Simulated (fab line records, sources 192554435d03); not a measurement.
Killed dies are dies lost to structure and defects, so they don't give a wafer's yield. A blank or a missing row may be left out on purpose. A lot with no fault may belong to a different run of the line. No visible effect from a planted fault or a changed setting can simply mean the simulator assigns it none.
Matching of chambers | flow n5_finfet | N5_BEOL_M7_ETCH_65 on rie_diel-03 has 4 sister chambers
The step etches SiARC in CF4, target depth 15.6 nm, time 26 s. 24 wafers are shown with their chamber, then 12 later ones without.

== EACH WAFER AND ITS CHAMBER ==
wafer  | chamber | showerhead_plenum_p_Torr (Torr) | throttle_valve_pct (%) | oes_product_au (a.u.)
L074.1 | 1       | 2.14                            | 15.68                  | 0.63
L074.3 | 2       | 2.21                            | 15.95                  | 0.60
L074.4 | 2       | 2.21                            | 15.96                  | 0.60
L077.1 | 1       | 2.14                            | 15.69                  | 0.63
L077.2 | 2       | 2.21                            | 15.95                  | 0.60
L077.3 | 3       | 2.14                            | 15.82                  | 0.62
L077.4 | 0       | 2.17                            | 15.65                  | 0.68
L077.5 | 0       | 2.17                            | 15.66                  | 0.69
L077.6 | 1       | 2.14                            | 15.69                  | 0.63
L076.1 | 2       | 2.21                            | 15.96                  | 0.59
L076.2 | 3       | 2.14                            | 15.81                  | 0.61
L076.4 | 0       | 2.16                            | 15.65                  | 0.68
L078.1 | 0       | 2.16                            | 15.66                  | 0.68
L078.2 | 3       | 2.14                            | 15.82                  | 0.61
L078.3 | 2       | 2.21                            | 15.94                  | 0.60
L078.4 | 1       | 2.14                            | 15.68                  | 0.62
L078.5 | 1       | 2.14                            | 15.69                  | 0.63
L078.6 | 0       | 2.16                            | 15.67                  | 0.68
L084.1 | 1       | 2.14                            | 15.71                  | 0.62
L084.5 | 0       | 2.16                            | 15.68                  | 0.67
L084.6 | 3       | 2.14                            | 15.83                  | 0.60
L090.2 | 0       | 2.16                            | 15.71                  | 0.66
L090.3 | 1       | 2.13                            | 15.73                  | 0.61
L090.5 | 1       | 2.13                            | 15.75                  | 0.61

SIGNATURES (means of the wafers above)
reading                  | chamber 0 | chamber 1 | chamber 2 | chamber 3 | scatter within a chamber
showerhead_plenum_p_Torr | 2.1629    | 2.1375    | 2.2100    | 2.1400    | 0.00383
throttle_valve_pct       | 15.6686   | 15.7025   | 15.9520   | 15.8200   | 0.0196
oes_product_au           | 0.6771    | 0.6225    | 0.5980    | 0.6100    | 0.00829
Rule: for each reading, subtract the chamber's mean from the wafer's reading, divide by that reading's scatter and square the result; add these up over the readings and take the root, which gives the wafer's distance from the chamber. The wafer belongs to the nearest chamber; if the next one is less than 2 further off, it can't be placed. How the scatter is found: for the shown wafers, subtract from each reading the mean of its chamber, square and add these, divide the total by (wafers less chambers), then take the root.

== WAFERS MISSING THEIR CHAMBER ==
wafer  | showerhead_plenum_p_Torr (Torr) | throttle_valve_pct (%) | oes_product_au (a.u.)
L093.3 | 2.13                            | 15.76                  | 0.61
L093.5 | 2.13                            | 15.87                  | 0.59
L093.6 | 2.13                            | 15.74                  | 0.62
L092.2 | 2.15                            | 15.70                  | 0.66
L092.4 | 2.13                            | 15.87                  | 0.59
L092.5 | 2.13                            | 15.76                  | 0.61
L091.1 | 2.15                            | 15.74                  | 0.65
L091.2 | 2.13                            | 15.88                  | 0.59
L091.3 | 2.20                            | 15.53                  | 0.81
L091.4 | 2.13                            | 15.75                  | 0.60
L091.5 | 2.15                            | 15.76                  | 0.65
L091.6 | 2.13                            | 15.78                  | 0.60

== CHAMBER TAKEN BY EACH ==
wafer  | from the rows above          | in truth
L093.3 | can't be placed: 1 or 3      | 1
L093.5 | 3                            | 3
L093.6 | 1                            | 1
L092.2 | can't be placed: 0 or 1      | 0
L092.4 | 3                            | 3
L092.5 | can't be placed: 1 or 3      | 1
L091.1 | can't be placed: 1 or 0 or 3 | 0
L091.2 | 3                            | 3
L091.3 | 0                            | 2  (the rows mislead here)
L091.4 | can't be placed: 1 or 3      | 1
L091.5 | can't be placed: 1 or 3 or 0 | 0
L091.6 | can't be placed: 3 or 1      | 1
Correctly placed: 4 of 12. From these rows, 7 cannot be placed; in 7 the true chamber is one of the candidates. Placed wrongly: 1.
